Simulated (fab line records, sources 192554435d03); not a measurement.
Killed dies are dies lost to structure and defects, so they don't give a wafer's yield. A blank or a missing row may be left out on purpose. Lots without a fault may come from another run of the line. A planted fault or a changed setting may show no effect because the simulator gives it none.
fab line records | flow n5_finfet | part 2 of 2: steps 25 to 32 of 32
record lots=5 wafers=15 last_day=18
route steps=1938 shown BEOL_M11@1593 BEOL_M12@1602
lots that met no fault: from a run of the same line without faults
start_h: hours from the record's first day to the start of the lot's first wafer shown | wait_h: hours since the lot's step before | " the same as in the row above | L1.1+2: a row that stands for several wafers | - no value, or no start given | * or withheld: withheld | < > ~ a bound
route shown NAME@n: a module of which the file shows steps, and the number in the route of the first | usual: mean/standard deviation of fault-free wafers | same: alike in all rows | chamber/n: place in a boat | sites: the reading at each site | _std_site: their standard deviation | _edge_site: outer sites' mean less inner sites' | radius_mm: how far each site lies from the wafer's centre | mask NAME#n: copy n | behind: the tool/chamber that last shaped the wafer | hold: why the lot was held/for how many hours/how that ended | device: the transistor (n, p or np) that didn't switch | end of line: the same wafers' tests at the end of the route | a step without rows: its recipe alone | killed: dies lost to structure and defects at the first sort, not the wafer's yield | map: a wafer's dies, x killed, . not, _ none there
set.NAME: the setting as run; set.NAME@STEP: as run at that earlier step | model.NAME: the simulator's own value behind a step, which no gauge read
lots at some steps of the route; a table a step, a row a wafer
services: from which hour (start_h, from the record's first day; less than 0 if before it) a tool's chamber was out of use, for how many hours, and why
## steps
# step N5_BEOL_M12_VIA_ETCH_16
# recipe chemistry=C4F8/O2/Ar target=SiOC pressure_mtorr=30 source_w=3000 bias_w=700 Ar_flow_sccm=400 C4F8_flow_sccm=15 O2_flow_sccm=8 he_inner_torr=15 he_outer_torr=30 target_depth_a=7248 time_s=withheld ion_energy_ev=250 ends=cleared
# usual drypump_motor_current_A=5.5/0.34 he_outer_torr=30.00/0.061 oes_product_au=0.68/0.076 rf_vpp_V=665/3.1 showerhead_plenum_p_Torr=3.40/0.099 throttle_valve_pct=24.41/0.17
# columns lot.wafer tool chamber start_h wait_h drypump_motor_current_A he_outer_torr oes_product_au rf_vpp_V showerhead_plenum_p_Torr throttle_valve_pct
L078.1 rie_diel-02 2 270.43 0.0 5.3 29.99 0.62 660 3.25 24.73
L078.3 " 3 " " 5.1 29.98 0.65 669 3.52 24.71
L078.5 " 3 " " 5.1 29.94 0.64 668 3.52 24.73
L080.2 rie_diel-06 2 289.54 0.0 5.1 29.95 0.60 668 3.53 24.47
L080.4 " 3 " " 5.9 30.00 0.65 661 3.28 24.42
L080.6 " 0 " " 5.2 29.98 0.61 668 3.50 24.60
L086.2 rie_diel-02 0 330.27 0.0 6.2 30.02 0.65 661 3.27 24.23
L086.4 " 2 " " 5.3 29.95 0.60 660 3.24 24.75
L086.6 " 3 " " 5.1 29.96 0.63 668 3.51 24.74
L091.1 rie_diel-01 1 345.43 0.0 5.7 30.00 0.73 667 3.45 24.20
L091.3 " 0 " " 5.8 29.91 0.69 665 3.44 24.43
L091.4 " 2 " " 5.6 29.87 0.67 665 3.41 24.42
L096.3 rie_diel-02 2 390.39 0.0 5.3 29.84 0.85 671 3.63 24.51
L096.4 " 1 " " 5.3 29.95 0.63 665 3.38 24.26
L096.6 " 0 " " 6.1 30.02 0.64 660 3.26 24.24
# step N5_BEOL_M12_STRIP_63
# recipe chemistry=N2/H2 power_w=1000 temp_c=250 h2_frac=0.65 overash_fraction=0.3 pressure_mtorr=1000 n2_flow_sccm=1750 h2_flow_sccm=3250
# usual drypump_motor_current_A=5.22/0.25 heater_power_w=345/40 oes_product_au=0.693/0.0046 strip_time_to_endpoint_s=42.5/0.8
# columns lot.wafer tool chamber start_h wait_h drypump_motor_current_A heater_power_w oes_product_au rf_hours_counter_h strip_time_to_endpoint_s
L078.1 plasma_asher-02 1 270.63 - 5.19 356 0.692 127 42.4
L078.3 " 1 " " 5.17 352 0.690 - 42.1
L078.5 " 1 " " 5.19 350 0.688 - 41.7
L080.2 plasma_asher-01 0 289.74 - 4.82 332 0.691 78 42.1
L080.4 " 0 " " 4.81 332 0.690 - 42.3
L080.6 " 1 " " 5.50 274 0.682 - 41.7
L086.2 plasma_asher-01 1 330.48 - 5.47 276 0.691 86 43.7
L086.4 " 1 " " 5.46 282 0.696 - 43.4
L086.6 " 1 " " 5.46 289 0.686 - 43.2
L091.1 plasma_asher-02 0 345.63 - 5.37 398 0.694 143 42.6
L091.3 " 0 " " 5.38 400 0.695 - 43.2
L091.4 " 1 " " 5.19 348 0.699 - 41.7
L096.3 plasma_asher-01 1 390.61 - 5.47 283 0.693 - 42.2
L096.4 " 0 " " 4.83 341 0.698 - 42.2
L096.6 " 0 " " 4.82 331 0.690 - 42.1
# step N5_BEOL_M12_STRIP_64
# recipe chemistry=N2/H2 power_w=1000 temp_c=250 h2_frac=0.65 overash_fraction=0.3 pressure_mtorr=withheld n2_flow_sccm=1750 h2_flow_sccm=3250
# usual drypump_motor_current_A=5.22/0.24 heater_power_w=345/40 oes_product_au=0.715/0.0047 strip_time_to_endpoint_s=31.32/0.079
# columns lot.wafer tool chamber start_h wait_h drypump_motor_current_A heater_power_w oes_product_au rf_hours_counter_h strip_time_to_endpoint_s
L078.1 plasma_asher-02 1 270.69 0.0 5.18 360 0.716 127 31.34
L078.3 " 1 " " 5.18 364 0.718 - 31.32
L078.5 " 1 " " 5.17 355 0.711 - 31.27
L080.2 plasma_asher-01 0 289.80 0.0 4.83 337 0.717 78 31.35
L080.4 " 0 " " 4.81 335 0.716 - 31.37
L080.6 " 1 " " 5.46 284 0.715 - 31.31
L086.2 plasma_asher-01 1 330.54 0.0 5.46 283 0.711 86 31.48
L086.4 " 1 " " 5.46 290 0.719 - 31.41
L086.6 " 1 " " 5.45 286 0.708 - 31.45
L091.1 plasma_asher-02 0 345.69 0.0 5.38 381 0.712 143 31.44
L091.3 " 0 " " 5.38 394 0.710 - 31.40
L091.4 " 1 " " 5.18 348 0.717 - 31.45
L096.3 plasma_asher-01 1 390.67 0.0 5.45 282 0.716 - 31.30
L096.4 " 0 " " 4.83 320 0.717 - 31.32
L096.6 " 0 " " 4.81 333 0.707 - 31.27
# step N5_BEOL_M12_STRIP_71
# recipe chemistry=post_etch_residue_remover time_s=60 temp_c=25 remover_ph=withheld remover_water_wt_pct=withheld remover_fluoride_wt_pct=withheld
# columns lot.wafer tool chamber start_h wait_h
L078.1+3+5 wet_bench-02 0,7,4 270.79 0.1
L080.2+4+6 wet_bench-02 7,4,0 289.88 0.1
L086.2+4+6 wet_bench-06 4,6,2 330.62 0.1
L091.1+3+4 wet_bench-02 2,7,3 345.78 0.1
L096.3+4+6 wet_bench-04 6,5,0 390.73 0.0
# step N5_BEOL_M12_SRD_72
# recipe time_s=30 temp_c=23 rinse_liquid=diw dry=n2_spin spin_rpm=1500 dry_time_s=30
# usual do_supply_ppb=10.00/0.091
# columns lot.wafer tool chamber start_h wait_h do_supply_ppb
L078.1 wet_bench-02 0 270.81 0.0 10.07
L078.3 " 7 " " 10.02
L078.5 " 4 " " 10.06
L080.2 wet_bench-02 7 289.90 0.0 10.01
L080.4 " 4 " " 9.86
L080.6 " 0 " " 10.01
L086.2 wet_bench-06 4 330.65 0.0 10.01
L086.4 " 6 " " 10.05
L086.6 " 2 " " 10.09
L091.1 wet_bench-02 2 345.80 0.0 9.88
L091.3 " 7 " " 10.13
L091.4 " 3 " " 9.89
L096.3 wet_bench-04 6 390.75 0.0 10.03
L096.4 " 5 " " 10.02
L096.6 " 0 " " 10.14
# step N5_BEOL_M12_CD_MEAS_17
# recipe target_cd_nm=140 polarity=opening
# usual cd_nm=140.6/1.9
# columns lot.wafer tool chamber start_h wait_h cd_nm
L078.1 cd_sem-03 - 270.85 0.0 142.8
L078.3 " - " " 141.7
L078.5 " - " " 143.1
L080.2 cd_sem-02 - 289.95 0.0 137.7
L080.4 " - " " 143.4
L080.6 " - " " 138.9
L086.2 cd_sem-03 - 330.69 0.0 139.2
L086.4 " - " " 139.9
L086.6 " - " " 141.8
L091.1 cd_sem-02 - 345.84 0.0 137.2
L091.3 " - " " 139.6
L091.4 " - " " 140.2
L096.3 cd_sem-02 - 390.80 0.0 139.9
L096.4 " - " " 137.9
L096.6 " - " " 138.0
# step N5_BEOL_M12_COAT_65
# recipe resist=SOC temp_c=250 time_s=60 spin_rpm=1500 resist_thk_nm=300
# usual exhaust_pa=44.8/0.8
# columns lot.wafer tool chamber start_h wait_h exhaust_pa
L078.1 litho_track-05 0 270.88 0.0 45.2
L078.3 " 0 " " 44.0
L078.5 " 0 " " 45.1
L080.2 litho_track-03 0 289.98 0.0 46.1
L080.4 " 0 " " 44.9
L080.6 " 0 " " 45.3
L086.2 litho_track-03 0 330.73 0.0 45.0
L086.4 " 0 " " 44.9
L086.6 " 0 " " 45.6
L091.1 litho_track-03 0 345.87 0.0 44.9
L091.3 " 0 " " 44.3
L091.4 " 0 " " 46.0
L096.3 litho_track-05 0 390.84 0.0 45.6
L096.4 " 0 " " 43.7
L096.6 " 0 " " 45.4
# step N5_BEOL_M12_COAT_66
# recipe resist=SiARC temp_c=220 time_s=60 spin_rpm=1500 resist_thk_nm=110
# usual exhaust_pa=45.0/0.89
# columns lot.wafer tool chamber start_h wait_h exhaust_pa
L078.1 litho_track-05 0 - - 43.9
L078.3 " 0 " " 45.0
L078.5 " 0 " " 43.6
L080.2 litho_track-03 0 - - 44.1
L080.4 " 0 " " 43.0
L080.6 " 0 " " 46.4
L086.2 litho_track-03 0 - - 43.8
L086.4 " 0 " " 44.5
L086.6 " 0 " " 42.2
L091.1 litho_track-03 0 - - 44.4
L091.3 " 0 " " 44.5
L091.4 " 0 " " 44.1
L096.3 litho_track-05 0 - - 44.5
L096.4 " 0 " " 44.5
L096.6 " 0 " " 45.5
## services
# columns tool chamber start_h hours kind
ecd_cu-01 - 253.14 1.4 repair
cmp-03 - 256.88 0.8 repair
cmp-04 - 258.84 4.0 pm
cmp-03 - 265.70 3.4 pm
plasma_asher-01 - 268.83 4.3 repair
pecvd-03 - 270.84 0.9 repair
cmp-04 - 278.23 0.5 repair
krf_scanner-01 - 279.65 1.0 pm
krf_scanner-01 - 287.93 2.7 repair
pecvd-02 1 295.21 5.2 repair
krf_scanner-02 - 299.29 0.8 pm
plasma_asher-01 - 301.47 2.8 repair
plasma_asher-02 - 310.78 2.9 repair
rie_diel-02 2 312.22 9.2 repair
rie_diel-06 0 324.90 17.4 repair
rie_diel-06 3 332.84 3.2 repair
krf_scanner-02 - 359.67 3.6 pm
cmp-01 - 365.02 7.7 pm
rie_diel-02 1 370.46 5.3 repair
ecd_cu-02 - 374.55 2.8 repair
ecd_cu-02 - 382.01 0.4 repair
krf_scanner-01 - 383.21 1.3 pm
plasma_asher-01 - 383.84 2.4 repair
pecvd-02 - 386.45 0.3 repair
